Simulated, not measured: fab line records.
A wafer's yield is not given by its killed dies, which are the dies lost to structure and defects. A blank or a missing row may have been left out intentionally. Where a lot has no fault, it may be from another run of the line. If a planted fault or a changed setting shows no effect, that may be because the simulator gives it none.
Chamber matching    flow n5-finfet    N5_STI_FIN_REVEAL_STRIP_24 on rie-diel-02 has 3 sister chambers
The step strips in N2/H2, time 90 s. 14 wafers are shown with their chamber, then 5 later ones without.

== WAFERS PAIRED WITH THEIR CHAMBERS ==
wafer   chamber  showerhead-plenum-p-Torr (Torr)  drypump-motor-current-A (A)  throttle-valve-pct (%)
L076.1  1        3.49                             5.9                          12.43
L076.4  0        3.25                             6.2                          12.08
L076.6  0        3.25                             6.2                          12.09
L078.3  3        3.38                             6.6                          12.16
L078.4  1        3.49                             5.9                          12.45
L078.6  0        3.25                             6.1                          12.09
L080.1  3        3.38                             6.6                          12.15
L080.2  0        3.25                             6.1                          12.10
L080.3  1        3.49                             5.9                          12.45
L083.1  0        3.24                             6.1                          12.14
L083.3  3        3.37                             6.6                          12.16
L083.6  1        3.49                             5.9                          12.45
L086.2  3        3.37                             6.6                          12.19
L086.4  1        3.48                             5.9                          12.49

SIGNATURES (averages over the wafers above)
reading                   chamber 0  chamber 1  chamber 3  scatter within a chamber
showerhead-plenum-p-Torr  3.2480     3.4880     3.3750     0.00486
drypump-motor-current-A   6.140      5.900      6.600      0.033
throttle-valve-pct        12.1000    12.4540    12.1650    0.0214
Rule: a wafer's distance from a chamber is the root of the sum, over the readings, of the square of ((its reading less the chamber's mean) divided by the reading's scatter). The wafer belongs to the nearest chamber; if the next one is less than 2 further off, it can't be placed. The scatter: take each reading less its chamber's mean, square it, sum over the shown wafers, divide by the number of wafers less the number of chambers, and take the root.

== WAFERS WHOSE CHAMBER IS MISSING ==
wafer   showerhead-plenum-p-Torr (Torr)  drypump-motor-current-A (A)  throttle-valve-pct (%)
L086.6  3.48                             5.9                          12.46
L090.2  3.24                             6.2                          12.14
L090.5  3.24                             6.2                          12.16
L094.1  3.23                             6.2                          12.18
L094.3  3.36                             6.6                          12.26

== CHAMBER TAKEN BY EACH ==
wafer   from the rows above  in truth
L086.6  1                    1
L090.2  0                    0
L090.5  0                    0
L094.1  0                    0
L094.3  3                    3
Placed correctly: 5 of 5. Not placeable from these rows: 0. Placed wrongly: 0.
